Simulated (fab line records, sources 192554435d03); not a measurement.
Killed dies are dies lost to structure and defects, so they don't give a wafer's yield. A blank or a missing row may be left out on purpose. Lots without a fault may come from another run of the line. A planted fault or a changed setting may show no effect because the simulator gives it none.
Split-lot experiment | flow n5_finfet | 7 lots, 21 wafers read, on a route of 1938 steps

THE SPLIT
At N5_BEOL_M4_ETCH_64 (etches SOC in N2/H2, target depth 75 nm, overetch 22.5 nm, time 121.9 s), the setting bias_w was moved away from the recipe's 150 W on 5 of the 21 wafers read, by -13.3% to +7.3%. The other wafers ran this setting at the recipe's value.

The reading is taken at the split's own step.

THE READING
rf_vpp_V, in V, at N5_BEOL_M4_ETCH_64 (etches SOC in N2/H2, target depth 75 nm, overetch 22.5 nm, time 121.9 s). Fault-free wafers of this fab line usually give 524.3 V, standard deviation 2.5 V.

wafer  | tool, chamber at the split | bias_w as run, W | against the recipe | rf_vpp_V, V | against lot-mates on the recipe
L076.3 | rie_diel-03, 2             | 150              | recipe             | 527.9       | -
L076.4 | rie_diel-03, 0             | 161              | +7.3%              | 544.0       | +16.1
L076.6 | rie_diel-03, 1             | 161              | +7.3%              | 547.6       | +19.7
L078.2 | rie_diel-02, 1             | 160.8            | +7.2%              | 548.1       | +25.4
L078.3 | rie_diel-02, 2             | 160.8            | +7.2%              | 546.6       | +23.9
L078.5 | rie_diel-02, 2             | 150              | recipe             | 522.7       | -
L081.1 | rie_diel-03, 2             | 150              | recipe             | 526.3       | -
L081.5 | rie_diel-03, 3             | 150              | recipe             | 524.8       | -
L081.6 | rie_diel-03, 2             | 150              | recipe             | 528.1       | -
L082.1 | rie_diel-03, 2             | 150              | recipe             | 527.2       | -
L082.4 | rie_diel-03, 0             | 150              | recipe             | 518.0       | -
L082.5 | rie_diel-03, 0             | 150              | recipe             | 520.6       | -
L083.1 | rie_diel-02, 3             | 150              | recipe             | 525.3       | -
L083.4 | rie_diel-02, 1             | 150              | recipe             | 524.4       | -
L083.6 | rie_diel-02, 3             | 150              | recipe             | 526.0       | -
L088.1 | rie_diel-02, 2             | 150              | recipe             | 522.9       | -
L088.2 | rie_diel-02, 3             | 130.1            | -13.3%             | 478.5       | -44.5
L088.6 | rie_diel-02, 0             | 150              | recipe             | 523.1       | -
L093.1 | rie_diel-03, 3             | 150              | recipe             | 525.1       | -
L093.4 | rie_diel-03, 2             | 150              | recipe             | 527.1       | -
L093.5 | rie_diel-03, 3             | 150              | recipe             | 524.7       | -

THE FIT
A straight line over all 21 wafers: rf_vpp_V changes by +3.25 V for each +1% of bias_w; r = +0.98; the points scatter about the line by 2.7 V.
The same after taking each lot's own level away (the mean of its wafers on the recipe; 21 wafers): +3.14 V for each +1%; r = +0.98; scatter 2.6 V.
On that fit, the largest move of bias_w shifts the reading by 42 V.
The lots' own levels span 521.93 to 527.90 V, that is 2.4 times the standard deviation above.
So the lot-to-lot level changes the slope little: the two slopes agree.
Check: with one of the wafers moved furthest among these (-13.3%) left out of the fit, the line predicts -38.8 V for it against its lot-mates. It came out at -44.5 V against them.
Tool readings at the split's step, against how far the setting was moved: rf_vpp_V r = +0.98.

OTHER SPLITS ON THESE WAFERS
These wafers also went through other splits before the reading. Each is held against what the fit with the lots' levels taken away leaves over:
other split on the same wafers | wafers away from the commonest value | r with rf_vpp_V (lot level and that fit taken away)
N5_BEOL_M2_EXPOSE_08 dose_mj   | 7                                    | +0.14
N5_BEOL_M3_DESCUM_33 time_s    | 8                                    | +0.26
N5_BEOL_M4_DESCUM_16 time_s    | 5                                    | +0.00

THE WHOLE CHAIN: every reading that the file lists as answering this split, in the file's order
step               | what it does                                                            | reading                                                                          | change (the file's fit)                | r (the file's)
N5_BEOL_M4_ETCH_64 | etches SOC in N2/H2, target depth 75 nm, overetch 22.5 nm, time 121.9 s | rf_vpp_V                                                                         | +3.19 V for each +1% of the setting    | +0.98
N5_BEOL_M4_ETCH_64 | etches SOC in N2/H2, target depth 75 nm, overetch 22.5 nm, time 121.9 s | SiARC_of_BEOL_M4_COAT_62.thk_nm (the simulator's own value, which no gauge read) | -0.0777 nm for each +1% of the setting | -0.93

THE FILE'S OWN FIT
rf_vpp_V changes by +3.19 V for each +1% of bias_w, r = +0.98.
